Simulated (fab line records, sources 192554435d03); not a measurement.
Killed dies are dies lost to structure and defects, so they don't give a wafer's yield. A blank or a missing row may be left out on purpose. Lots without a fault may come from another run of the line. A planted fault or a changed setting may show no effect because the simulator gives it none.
Which tool did it? | flow n5_finfet | 10 lots, 29 wafers sampled, at 5 steps of a route of 1938

WHAT THE GAUGES READ, wafer by wafer
N5_BEOL_M14_INSPECT_12: inspects for defects (macro).
lot  | measured     | on                | raw_defect_count
L515 | day 12 05:16 | defect_inspect-02 | 3 0 1
L514 | day 12 23:01 | defect_inspect-02 | 3 0
L518 | day 13 17:08 | defect_inspect-02 | 0 1 2
L520 | day 14 11:23 | defect_inspect-02 | 6 1 3
L525 | day 15 13:41 | defect_inspect-02 | 4 2 3
L522 | day 15 14:22 | defect_inspect-02 | 1 3 3
L530 | day 16 18:03 | defect_inspect-02 | 1 1 2
L531 | day 17 08:44 | defect_inspect-01 | 1 3 0
L532 | day 17 10:19 | defect_inspect-01 | 3 3 1
L536 | day 18 13:44 | defect_inspect-02 | 3 2 2

N5_BEOL_M14_CD_MEAS_28: target cd 284.4 nm.
lot  | measured     | on        | cd_nm (nm)
L515 | day 12 06:04 | cd_sem-02 | 285.0 284.8 287.4
L514 | day 12 23:56 | cd_sem-02 | 282.7 285.4
L518 | day 13 18:06 | cd_sem-02 | 290.0 285.9 282.4
L520 | day 14 12:33 | cd_sem-01 | 284.8 282.6 281.8
L525 | day 15 14:29 | cd_sem-03 | 296.6 295.2 303.4
L522 | day 15 15:20 | cd_sem-02 | 300.4 298.1 297.3
L530 | day 16 19:16 | cd_sem-01 | 286.2 285.1 284.7
L531 | day 17 09:40 | cd_sem-03 | 284.9 285.1 286.9
L532 | day 17 11:08 | cd_sem-03 | 284.1 286.3 286.7
L536 | day 18 14:40 | cd_sem-01 | 279.5 283.5 278.7

N5_BEOL_M14_INSPECT_30: inspects for defects (macro).
lot  | measured     | on                | raw_defect_count
L515 | day 12 06:07 | defect_inspect-02 | 1 4 1
L514 | day 12 23:59 | defect_inspect-02 | 2 0
L518 | day 13 18:09 | defect_inspect-02 | 3 1 0
L520 | day 14 12:37 | defect_inspect-02 | 0 4 4
L525 | day 15 14:32 | defect_inspect-02 | 3 3 0
L522 | day 15 15:23 | defect_inspect-02 | 1 0 2
L530 | day 16 19:19 | defect_inspect-02 | 2 0 2
L531 | day 17 09:43 | defect_inspect-01 | 3 3 5
L532 | day 17 11:11 | defect_inspect-01 | 3 2 0
L536 | day 18 14:43 | defect_inspect-01 | 2 0 4

WHICH TOOL RAN EACH LOT (tool, then ch and the chambers of the sampled wafers, then the start)
lot  | N5_BEOL_M14_VIA_ETCH_16            | N5_BEOL_M14_PEB_26
L515 | rie_diel-05 ch 0,1,2, day 12 05:23 | litho_track-02 ch 0, day 12 05:57
L514 | rie_diel-03 ch 0,3, day 12 23:13   | litho_track-04 ch 0, day 12 23:49
L518 | rie_diel-03 ch 0,1, day 13 17:18   | litho_track-04 ch 0, day 13 17:59
L520 | rie_diel-03 ch 1,3, day 14 11:44   | litho_track-04 ch 0, day 14 12:26
L525 | rie_diel-02 ch 0,3, day 15 13:49   | litho_track-04 ch 0, day 15 14:22
L522 | rie_diel-05 ch 1,2,3, day 15 14:29 | litho_track-04 ch 0, day 15 15:13
L530 | rie_diel-03 ch 1,2, day 16 18:28   | litho_track-02 ch 0, day 16 19:09
L531 | rie_diel-03 ch 1,2,3, day 17 08:57 | litho_track-02 ch 0, day 17 09:33
L532 | rie_diel-03 ch 1,2,3, day 17 10:27 | litho_track-02 ch 0, day 17 11:01
L536 | rie_diel-02 ch 0,1,3, day 18 13:52 | litho_track-04 ch 0, day 18 14:32
- N5_BEOL_M14_VIA_ETCH_16: etches SiO2 in C4F8/O2/Ar, target depth 1231.3 nm.
- N5_BEOL_M14_PEB_26: peb time 90 s.

WHAT THE TOOLS THEMSELVES READ (means of the sampled wafers that have a number; where no wafer has one, the mark that the record gives instead)
N5_BEOL_M14_VIA_ETCH_16.
lot  | tool        | C4F8_flow_sccm (sccm) | chamber_pressure_mTorr (mTorr) | drypump_motor_current_A (A) | oes_o_777_au (a.u.) | oes_product_au (a.u.) | rf_vpp_V (V) | showerhead_plenum_p_Torr (Torr) | throttle_valve_pct (%)
L515 | rie_diel-05 | 15.96                 | 20.004                         | 6.0                         | 0.78                | 0.70                  | 2217         | 3.39                            | 30.86
L514 | rie_diel-03 | 16.05                 | 20.004                         | 5.7                         | 0.76                | 0.69                  | 2318         | 3.46                            | 31.23
L518 | rie_diel-03 | 15.98                 | 20.002                         | 5.5                         | 0.80                | 0.75                  | 2310         | 3.48                            | 31.10
L520 | rie_diel-03 | 16.00                 | 19.982                         | 5.6                         | 0.84                | 0.79                  | 2280         | 3.50                            | 31.07
L525 | rie_diel-02 | 15.91                 | 19.987                         | 6.0                         | 0.88                | 0.79                  | 2264         | 3.59                            | 30.75
L522 | rie_diel-05 | 15.98                 | 20.003                         | 6.0                         | 0.82                | 0.76                  | 2258         | 3.40                            | 30.98
L530 | rie_diel-03 | 15.98                 | 19.993                         | 5.3                         | 0.80                | 0.74                  | 2210         | 3.49                            | 30.75
L531 | rie_diel-03 | 16.02                 | 19.997                         | 5.5                         | 0.79                | 0.74                  | 2241         | 3.48                            | 30.95
L532 | rie_diel-03 | 15.99                 | 20.004                         | 5.5                         | 0.79                | 0.74                  | 2241         | 3.48                            | 30.97
L536 | rie_diel-02 | 16.04                 | 19.999                         | 5.8                         | 0.85                | 0.73                  | 2255         | 3.54                            | 30.77

N5_BEOL_M14_PEB_26.
lot  | tool           | heater_power_total_W (W) | plate_temp_C (C)
L515 | litho_track-02 | 171.7                    | 129.86
L514 | litho_track-04 | 172.7                    | 129.99
L518 | litho_track-04 | 172.9                    | 130.06
L520 | litho_track-04 | 172.5                    | 129.87
L525 | litho_track-04 | 178.8                    | 133.72
L522 | litho_track-04 | 179.0                    | 133.64
L530 | litho_track-02 | 171.8                    | 130.17
L531 | litho_track-02 | 172.8                    | 129.85
L532 | litho_track-02 | 172.7                    | 129.92
L536 | litho_track-04 | 172.9                    | 130.06

THE ANSWER, worked out from the rows above alone
Rule: what is usual is taken from the lots themselves. Put in order of their means at a reading, lots are off if they are a third of the lots or fewer, leave a main group of 4 or more, and stand apart from it by a gap of 3 or more times the standard deviation of the main group's means; of several such gaps the widest counts. A main group whose means are all the same, to the digits that the tables above print for the reading, isn't used. A lot without any number at a reading at which 4 lots or more have one is off too. The other lots that the step has rows for count as sound. The gauges are gone through in route order, then the tools' own readings, and for those a lot's mean is taken as printed above. The first step at which some lot is off is used, and at that step the reading that is off furthest; a lot without a number counts as furthest.
Off: L525, L522, at N5_BEOL_M14_CD_MEAS_28 (cd_nm). The main group: mean 284.5 nm, standard deviation 1.8.
A tool fits if, at a process step before that reading, it ran every lot that is off, and no sound lot after the first of them. The gauges at N5_BEOL_M14_CD_MEAS_28 aren't tried: what is off there is off at N5_BEOL_M14_PEB_26 too, on other tools, and a gauge's error can't cause that. None of those tried fits.

WHAT THE SIMULATOR HAD PUT IN
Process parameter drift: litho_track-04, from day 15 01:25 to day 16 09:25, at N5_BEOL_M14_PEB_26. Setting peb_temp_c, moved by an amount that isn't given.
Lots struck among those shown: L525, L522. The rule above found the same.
